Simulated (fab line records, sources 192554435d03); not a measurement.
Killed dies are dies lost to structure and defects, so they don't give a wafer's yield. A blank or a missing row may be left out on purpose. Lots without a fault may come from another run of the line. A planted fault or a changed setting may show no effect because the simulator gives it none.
Chamber matching | flow n5_finfet | N5_HKMG_FIN_ETCH_55 on rie_diel-04: 4 sister chambers
The step etches SOC in N2/H2, target depth 240 nm, time 300 s. 4 wafers are shown with their chamber, then 9 later ones without.

WAFERS WITH THEIR CHAMBER
wafer  | chamber | drypump_motor_current_A (A)
L085.3 | 0       | 4.8
L087.1 | 3       | 5.8
L087.2 | 1       | 5.9
L087.3 | 2       | 5.8

WAFERS WITHOUT THEIR CHAMBER
wafer  | drypump_motor_current_A (A)
L090.3 | 5.8
L090.4 | 5.8
L090.6 | 4.7
L094.2 | 4.7
L094.3 | 5.9
L094.6 | 5.8
L096.1 | 5.9
L096.3 | 5.8
L096.5 | 5.9

WHICH CHAMBER EACH WENT THROUGH
wafer  | from the rows above     | in truth
L090.3 | can't be placed: 2 or 3 | 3
L090.4 | can't be placed: 2 or 3 | 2
L090.6 | 0                       | 0
L094.2 | 0                       | 0
L094.3 | 1                       | 1
L094.6 | can't be placed: 2 or 3 | 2
L096.1 | 1                       | 1
L096.3 | can't be placed: 2 or 3 | 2
L096.5 | 1                       | 1
Placed correctly: 5 of 9. Can't be placed from these rows: 4 (the true chamber is among the candidates in 4). Placed wrongly: 0.
How it was worked out, from the rows above alone: a wafer's distance from a chamber is the root of the sum, over the readings, of the square of ((its reading less the chamber's mean) divided by the reading's scatter). The wafer belongs to the nearest chamber; if the next one is less than 2 further off, it can't be placed. A chamber's mean is the mean of its shown wafers. The scatter: with one shown wafer a chamber, the root of the mean of the squares of how far each hidden wafer lies from its nearest shown one.
